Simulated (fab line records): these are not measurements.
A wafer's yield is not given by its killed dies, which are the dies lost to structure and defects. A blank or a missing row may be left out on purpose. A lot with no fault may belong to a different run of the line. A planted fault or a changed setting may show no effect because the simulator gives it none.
Split-lot experiment -- flow n5_finfet -- route with 1938 steps; 7 lots, 21 wafers read

## THE SPLIT ITSELF
At N5_BEOL_M8_PECVD_70 (deposits SiO2 from TEOS/O2, target thk 20 nm, time 22.7 s), the setting temp_c was moved away from the recipe's 400 C on 6 of the 21 wafers read, by -1.7% to +4.0%. For the rest of the wafers, this setting stayed at what the recipe calls for.

Reading taken at the split's own step.

## THE READING
SiO2_of_BEOL_M8_PECVD_70.thk_nm (the simulator's own value, which no gauge read), in nm, at N5_BEOL_M8_PECVD_70 (deposits SiO2 from TEOS/O2, target thk 20 nm, time 22.7 s). The file gives no usual value for it. The 15 wafers here that ran the recipe average 20.1 nm, standard deviation 0.24 nm.

wafer,"tool, chamber at the split","temp_c as run, C",against the recipe,"SiO2_of_BEOL_M8_PECVD_70.thk_nm, nm",against lot-mates on the recipe
L079.1,"pecvd-02, 0",400,recipe,20.2,-
L079.6,"pecvd-02, 0",400,recipe,20.2,-
L079.2,"pecvd-02, 1",407.3,+1.8%,19,-1.2
L081.3,"pecvd-04, 1",416.1,+4.0%,17.4,-2.4
L081.5,"pecvd-04, 1,0",400,recipe,19.8,-
L081.6,"pecvd-04, 1,0",400,recipe,19.8,-
L082.1,"pecvd-03, 2,0",393.2,-1.7%,20.6,+0.8
L082.3,"pecvd-03, 2,0",393.2,-1.7%,20.6,+0.8
L082.2,"pecvd-03, 1",400,recipe,19.8,-
L086.3,"pecvd-02, 2,1",400,recipe,20.2,-
L086.5,"pecvd-02, 2,1",400,recipe,20.2,-
L086.6,"pecvd-02, 2",400,recipe,20,-
L088.1,"pecvd-02, 1",400,recipe,20.2,-
L088.2,"pecvd-02, 2",400,recipe,20,-
L088.4,"pecvd-02, 1",400,recipe,20.6,-
L093.3,"pecvd-03, 0",410.6,+2.6%,18.2,-2.0
L093.4,"pecvd-03, 2",400,recipe,20.2,-
L093.5,"pecvd-03, 0",410.6,+2.6%,18.8,-1.4
L095.1,"pecvd-02, 1",400,recipe,20,-
L095.2,"pecvd-02, 0",400,recipe,20.2,-
L095.4,"pecvd-02, 0",400,recipe,20.6,-
The file does not say which wafer passed through which chamber wherever a row lists several chambers: such a row stands for several wafers.

THE FIT
A straight line over all 21 wafers: SiO2_of_BEOL_M8_PECVD_70.thk_nm changes by -0.576 nm for each +1% of temp_c; r = -0.94; the points scatter about the line by 0.29 nm.
The same after taking each lot's own level away (the mean of its wafers on the recipe; 21 wafers): -0.591 nm for each +1%; r = -0.97; scatter 0.19 nm.
According to that fit, moving temp_c by its largest amount changes the reading by 2.4 nm.
From 19.80 to 20.27 nm: that is the span of the lots' own levels, equal to 2.0 times the standard deviation above.
The two slopes are in agreement: the lot-to-lot level therefore moves the slope only a little.
Check: -2.43 nm against its lot-mates is what the line predicts for one of the wafers moved furthest among these (+4.0%) when that wafer is left out of the fit. Against them it came out at -2.4 nm.

## THESE WAFERS: OTHER SPLITS
Other splits were also applied to these wafers ahead of the reading. Each is held against what the fit with the lots' levels taken away leaves over:
other split on the same wafers,wafers away from the commonest value,r with SiO2_of_BEOL_M8_PECVD_70.thk_nm (lot level and that fit taken away)
N5_BEOL_M6_TRENCH_ETCH_37 time_s,7,+0.18
N5_BEOL_M6_ALD_77 ald_cycles,6,+0.44

## THE FILE'S OWN FIT
SiO2_of_BEOL_M8_PECVD_70.thk_nm changes by -0.602 nm for each +1% of temp_c, r = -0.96.
